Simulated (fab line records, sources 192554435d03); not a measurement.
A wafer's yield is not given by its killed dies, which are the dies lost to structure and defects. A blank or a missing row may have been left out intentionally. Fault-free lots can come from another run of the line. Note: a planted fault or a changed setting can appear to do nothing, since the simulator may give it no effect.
Comparing a struck lot with a sound one || flow n5_finfet || 23 steps out of a route of 1938
Sound: these wafers, L502.2, L502.5, L502.6. Wafers struck: L511.1, L511.2, L511.3. The cause is given at the end.
For every step that has rows: the tool of each side, followed by ch and its chambers, followed by its first start. Under that, the readings that differ: sound wafers || struck wafers || difference of the means || sigmas: that difference in standard deviations of wafers without a fault.
alike: readings with means less than 2 such deviations apart, plus words and numbers identical on both sides. not compared: withheld readings, readings lacking a value on some wafer, bounds such as >300 that could conceal the same value, and numbers that have no deviation in the record and whose values overlap.
The two part at a step that has a row with sigmas, a row that says differs or no value, or rows on one side only. When numbers do not overlap yet have no deviation, they are printed without sigmas and do not part them. Lack of a reading on every wafer of one side parts them only where that side has two or more wafers.

first, 11 steps without rows for these wafers: N5_WELL_APT_DESCUM_30 (chemistry O2, time 7.9 s); N5_WELL_APT_IMPLANT_31; N5_WELL_APT_IMPLANT_32; N5_WELL_APT_STRIP_33 (strips in SPM, time 900 s); N5_WELL_APT_RTA_34 (time 10 s); N5_WELL_APT_OXIDE_STRIP_42 (strips SiO2 in dHF, time 45 s, target depth 12 nm); N5_WELL_APT_PRECLEAN_36 (cleans in O3/DIW, time 45 s); N5_WELL_APT_PRECLEAN_39 (cleans in dHF, time 60 s); N5_WELL_APT_SRD_37 (time 30 s); N5_WELL_APT_EPI_41 (deposits Si from SiH4/H2, target thk 50 nm, time 297.7 s); N5_PMOS_HMC_CHANNEL_EPI_HM_DEP_34 (deposits SiO2 from TEOS/O2, target thk 36 nm, time 6.9 s).
N5_PMOS_HMC_CHANNEL_EPI_COAT_31: time 60 s, resist thk 66 nm.
  sound on litho_track-02 ch 0, day 3 17:02; struck on litho_track-02 ch 0, day 5 23:07
{"reading": "spin_speed_rpm (rpm)", "sound": "1500.6 1500.4 1500.9", "struck": "1535.3 1534.9 1534.6", "difference": "+34.3", "sigmas": "+34"}
{"reading": "model.BARC_of_PMOS_HMC_CHANNEL_EPI_COAT_31.thk_nm (nm)", "sound": "66.1 66.11 66.24", "struck": "65.29 65.32 65.26", "difference": -0.86, "sigmas": ""}
then, 7 steps without rows for these wafers: N5_PMOS_HMC_CHANNEL_EPI_COAT_03 (resist thk 205 nm); N5_PMOS_HMC_CHANNEL_EPI_EBR_05; N5_PMOS_HMC_CHANNEL_EPI_SOFTBAKE_04 (time 60 s); N5_PMOS_HMC_CHANNEL_EPI_EXPOSE_06 (exposes mask PMOS HMC BLK, target cd 240 nm); N5_PMOS_HMC_CHANNEL_EPI_PEB_07 (peb time 60 s); N5_PMOS_HMC_CHANNEL_EPI_DEVELOP_08 (develop time 30 s); N5_PMOS_HMC_CHANNEL_EPI_DESCUM_14 (chemistry O2, time 7.9 s).
N5_PMOS_HMC_CHANNEL_EPI_ETCH_32: etches BARC in N2/H2, stops on SiO2, target depth 85.8 nm, time 50.3 s.
  sound on rie_diel-01 ch 2,3, day 3 17:31; struck on rie_diel-04 ch 0,2,3, day 5 23:35
{"reading": "oes_product_au (a.u.)", "sound": "0.77 0.74 0.77", "struck": "0.65 0.59 0.60", "difference": -0.15, "sigmas": -2}
{"reading": "model.etch.depth_nm (nm)", "sound": "66.1 66.11 66.24", "struck": "65.29 65.32 65.26", "difference": -0.86, "sigmas": ""}
  alike: drypump_motor_current_A, h2_flow_sccm, n2_flow_sccm, rf_vpp_V, showerhead_plenum_p_Torr, throttle_valve_pct
  not compared: rf_hours_counter_h
then, 1 step without rows for these wafers: N5_PMOS_HMC_CHANNEL_EPI_HM_OPEN_15 (chemistry CHF3/O2, target SiO2, target depth 40.6 nm, time 20.3 s).
-- a jump in the record: the struck wafers' starts before and after are 8 days apart (it breaks off in module PMOS_HMC_CHANNEL_EPI and resumes in module BEOL_M4, where the first step shown is number 1111 of the route) --
N5_BEOL_M4_RC_MEAS_101:
  sound on prober-02 ch 0, day 11 23:04; struck on prober-01 ch 0, day 13 18:59
  alike: DIBL_N, DIBL_P, IOFF_N, IOFF_P, ION_N, ION_P, SS_N, SS_P, VT_N, VT_P
-- a jump in the record: the struck wafers' starts before and after are 5 days apart (it breaks off in module BEOL_M4 and resumes in module PASSIVATION, where the first step shown is number 1936 of the route) --
N5_PASSIVATION_PROBE_49:
  struck on prober-01, day 18 11:35; sound on prober-01, day 16 23:56
{"reading": "killed_at_front_end", "sound": "28 32 42", "struck": "72 49 68", "difference": "+29", "sigmas": "+2"}
  alike: defect_limited_yield, killed_at_M0_to_M3, killed_at_M4_up, killed_at_contacts, killed_at_other, killed_dies, killed_open, killed_short, sort_bin_5_function, sort_bin_6_memory, sort_n_pass, sort_yield_pct

## WHERE THEY PART
Earliest at N5_PMOS_HMC_CHANNEL_EPI_COAT_31; latest, in this record, at N5_PASSIVATION_PROBE_49.

WHY: whatever the simulator had introduced
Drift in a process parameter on litho_track-02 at N5_PMOS_HMC_CHANNEL_EPI_COAT_31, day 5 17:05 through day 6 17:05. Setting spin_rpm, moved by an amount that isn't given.
